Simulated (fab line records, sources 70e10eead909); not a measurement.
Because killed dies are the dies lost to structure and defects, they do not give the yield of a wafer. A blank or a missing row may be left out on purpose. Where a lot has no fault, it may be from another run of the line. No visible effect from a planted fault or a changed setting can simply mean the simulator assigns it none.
What tool caused it? ; flow nand-harc ; Sampling: 11 lots, 33 wafers, 4 of 1302 route steps

## WHAT THE GAUGES SHOWED, per wafer
No reading from a measuring or inspecting step in the record can be judged against a usual standard deviation.

## WHAT TOOL EACH LOT RAN ON (gives the tool, then ch and the chambers of the sampled wafers, and finally the start)
lot;NHARC_A_STAIRCASE_DESCUM_186;NHARC_A_STAIRCASE_TRIM_191;NHARC_A_STAIRCASE_ETCH_194;NHARC_A_STAIRCASE_TRIM_202
L546;rie-diel-13 ch 0,1,2, day 16 03:58;rie-diel-13 ch 1,2,3, day 16 04:43;rie-diel-13 ch 0,1,3, no start;rie-diel-01 ch 0,1,2, no start
L547;rie-diel-02 ch 1,2, day 16 16:04;rie-diel-02 ch 0,1,3, day 16 16:38;rie-diel-02 ch 0,1,2, no start;rie-diel-02 ch 0,2,3, no start
L549;rie-diel-01 ch 0,3, day 17 06:45;rie-diel-01 ch 0,1,2, day 17 07:20;rie-diel-01 ch 0,2,3, no start;rie-diel-13 ch 0,1,2, no start
L557;rie-diel-13 ch 0,1,3, day 20 01:38;rie-diel-13 ch 0,2,3, day 20 02:11;rie-diel-13 ch 1,2,3, no start;rie-diel-02 ch 1,2,3, no start
L555;rie-diel-02 ch 1,2,3, day 20 04:00;rie-diel-02 ch 0,1,3, day 20 04:33;rie-diel-02 ch 1,2,3, no start;rie-diel-02 ch 0,1,2, no start
L559;rie-diel-01 ch 0,2,3, day 21 22:32;rie-diel-01 ch 0,1,2, day 21 23:06;rie-diel-01 ch 0,1,2, no start;rie-diel-02 ch 0,2,3, no start
L563;rie-diel-13 ch 1,2, day 23 16:18;rie-diel-13 ch 2,3, day 23 16:51;rie-diel-13 ch 1,2,3, no start;rie-diel-02 ch 0,3, no start
L565;rie-diel-02 ch 0,2,3, day 24 03:32;rie-diel-02 ch 0,1,2, day 24 04:05;rie-diel-02 ch 2,3, no start;rie-diel-01 ch 0,1, no start
L566;rie-diel-01 ch 0,1,3, day 24 20:42;rie-diel-01 ch 0,2,3, day 24 21:14;rie-diel-01 ch 0,1, no start;rie-diel-13 ch 0,2,3, no start
L567;rie-diel-13 ch 0,1,3, day 24 21:20;rie-diel-13 ch 0,1, day 24 21:58;rie-diel-13 ch 1,2,3, no start;rie-diel-01 ch 1,2, no start
L568;rie-diel-01 ch 0,2,3, day 25 17:10;rie-diel-01 ch 0,2,3, day 25 17:43;rie-diel-01 ch 0,1,3, no start;rie-diel-01 ch 2,3, no start
- NHARC_A_STAIRCASE_DESCUM_186: chemistry O2, time 3 s.
- NHARC_A_STAIRCASE_TRIM_191: chemistry O2, time 211.2 s.
- NHARC_A_STAIRCASE_ETCH_194: etches the open film in C4F8/O2, target depth 100 nm, time 40.5 s.
- NHARC_A_STAIRCASE_TRIM_202: chemistry O2, time 211.2 s.

## WHAT THE TOOLS THEMSELVES READ (means of the sampled wafers that have a number; where no wafer has one, the mark that the record gives instead)
NHARC_A_STAIRCASE_DESCUM_186. Usual: chamber-pressure-mTorr 60.00 mTorr, standard deviation 0.057; drypump-motor-current-A 5.6 A, standard deviation 0.38; oes-product-au 1.000 a.u., standard deviation 0.016; rf-vpp-V 57.9 V, standard deviation 0.88; showerhead-plenum-p-Torr 1.92 Torr, standard deviation 0.096; throttle-valve-pct 11.311 %, standard deviation 0.0078.
lot;tool;chamber-pressure-mTorr (mTorr);drypump-motor-current-A (A);oes-product-au (a.u.);rf-vpp-V (V);showerhead-plenum-p-Torr (Torr);throttle-valve-pct (%);flag
L546;rie-diel-13;60.08;6.0;1.002;58.5;1.96;11.312;
L547;rie-diel-02;59.99;5.7;1.031;57.6;1.87;11.308;
L549;rie-diel-01;59.96;5.5;0.985;57.4;1.92;11.308;
L557;rie-diel-13;60.01;5.9;1.010;57.4;1.93;11.306;
L555;rie-diel-02;59.98;5.6;1.001;58.2;1.94;11.311;
L559;rie-diel-01;59.96;5.6;0.987;57.9;1.87;11.316;
L563;rie-diel-13;59.98;5.9;1.006;59.0;2.02;11.314;
L565;rie-diel-02;60.02;5.6;0.988;58.2;1.87;11.312;
L566;rie-diel-01;59.96;5.7;0.992;58.3;1.89;11.311;
L567;rie-diel-13;60.00;5.9;1.005;57.8;1.92;11.305;
L568;rie-diel-01;59.98;5.7;0.996;58.2;1.86;11.315;

NHARC_A_STAIRCASE_TRIM_191. Usual: chamber-pressure-mTorr 59.99 mTorr, standard deviation 0.055; drypump-motor-current-A 5.7 A, standard deviation 0.39; oes-product-au 1.002 a.u., standard deviation 0.015; rf-vpp-V 57.9 V, standard deviation 0.88; run-length-s 232.6 s, standard deviation 0.47; showerhead-plenum-p-Torr 3.53 Torr, standard deviation 0.16; throttle-valve-pct 17.037 %, standard deviation 0.0088.
lot;tool;chamber-pressure-mTorr (mTorr);drypump-motor-current-A (A);oes-product-au (a.u.);rf-vpp-V (V);run-length-s (s);showerhead-plenum-p-Torr (Torr);throttle-valve-pct (%);flag
L546;rie-diel-13;59.99;5.6;1.008;57.8;232.4;3.72;17.036;
L547;rie-diel-02;59.93;5.4;1.010;58.6;232.5;3.57;17.036;
L549;rie-diel-01;60.03;5.9;0.997;58.6;232.5;3.46;17.042;
L557;rie-diel-13;59.99;5.7;1.008;58.3;232.3;3.56;17.039;
L555;rie-diel-02;60.02;5.4;0.997;57.6;230.2;3.56;17.032;OFF
L559;rie-diel-01;59.98;5.9;0.993;57.1;232.3;3.44;17.036;
L563;rie-diel-13;60.01;5.4;1.003;58.1;232.1;3.68;17.039;
L565;rie-diel-02;59.99;5.7;1.003;58.2;232.6;3.41;17.033;
L566;rie-diel-01;60.04;5.7;1.000;58.4;232.5;3.44;17.034;
L567;rie-diel-13;60.00;6.3;0.999;58.0;233.4;3.42;17.038;
L568;rie-diel-01;60.00;5.7;0.994;57.7;232.6;3.44;17.042;

NHARC_A_STAIRCASE_ETCH_194. Usual: chamber-pressure-mTorr 25.001 mTorr, standard deviation 0.023; oes-product-au 0.943 a.u., standard deviation 0.015; rf-vpp-V 896 V, standard deviation 5.9.
lot;tool;chamber-pressure-mTorr (mTorr);oes-product-au (a.u.);rf-vpp-V (V);flag
L546;rie-diel-13;25.003;0.964;898;
L547;rie-diel-02;24.989;0.965;893;
L549;rie-diel-01;25.008;0.922;895;
L557;rie-diel-13;25.000;0.957;903;
L555;rie-diel-02;25.004;0.937;897;
L559;rie-diel-01;25.029;0.941;894;
L563;rie-diel-13;24.993;0.955;901;
L565;rie-diel-02;24.981;0.936;893;
L566;rie-diel-01;24.982;0.930;893;
L567;rie-diel-13;25.004;0.940;902;
L568;rie-diel-01;25.013;0.946;895;

NHARC_A_STAIRCASE_TRIM_202. Usual: chamber-pressure-mTorr 60.00 mTorr, standard deviation 0.053; drypump-motor-current-A 5.6 A, standard deviation 0.37; oes-product-au 0.996 a.u., standard deviation 0.014; rf-vpp-V 57.9 V, standard deviation 0.88; run-length-s 232.6 s, standard deviation 0.43; showerhead-plenum-p-Torr 3.51 Torr, standard deviation 0.15; throttle-valve-pct 17.035 %, standard deviation 0.0094.
lot;tool;chamber-pressure-mTorr (mTorr);drypump-motor-current-A (A);oes-product-au (a.u.);rf-vpp-V (V);run-length-s (s);showerhead-plenum-p-Torr (Torr);throttle-valve-pct (%);flag
L546;rie-diel-01;60.01;5.8;0.995;57.8;232.4;3.47;17.034;
L547;rie-diel-02;59.98;5.6;1.001;57.2;232.5;3.49;17.041;
L549;rie-diel-13;60.00;6.0;1.003;57.6;232.9;3.59;17.034;
L557;rie-diel-02;59.98;5.5;0.995;57.7;232.4;3.57;17.036;
L555;rie-diel-02;59.97;5.7;1.002;57.7;232.4;3.43;17.038;
L559;rie-diel-02;60.02;5.6;0.993;57.1;232.8;3.47;17.046;
L563;rie-diel-02;59.97;5.5;0.987;57.9;232.9;3.45;17.029;
L565;rie-diel-01;60.03;5.9;0.990;57.6;232.6;3.48;17.027;
L566;rie-diel-13;60.01;5.7;1.009;57.6;232.3;3.54;17.038;
L567;rie-diel-01;60.00;5.7;1.008;58.1;232.2;3.49;17.032;
L568;rie-diel-01;59.96;5.5;0.996;56.9;232.4;3.45;17.042;

## THE ANSWER, worked out from the rows above alone
Rule: a lot is off if the mean of its wafers that have a number lies more than 3 standard deviations from the usual mean. A lot without any number at a reading at which 4 lots or more have one is off too. Any other lot the step has rows for is counted as sound. After the gauges, taken in route order, come the tools' own readings; for these a lot's mean is taken, as printed above. At the first step where some lot is off, the reading lying furthest off is the one used; lots without a number count as furthest.
Off, at NHARC_A_STAIRCASE_TRIM_191 on run-length-s: L555.
A tool fits if, at that step or a process step before it, it ran every lot that is off, and no sound lot after the first of them. Not one of the candidates tried fits.

## WHAT THE SIMULATOR HAD INSERTED
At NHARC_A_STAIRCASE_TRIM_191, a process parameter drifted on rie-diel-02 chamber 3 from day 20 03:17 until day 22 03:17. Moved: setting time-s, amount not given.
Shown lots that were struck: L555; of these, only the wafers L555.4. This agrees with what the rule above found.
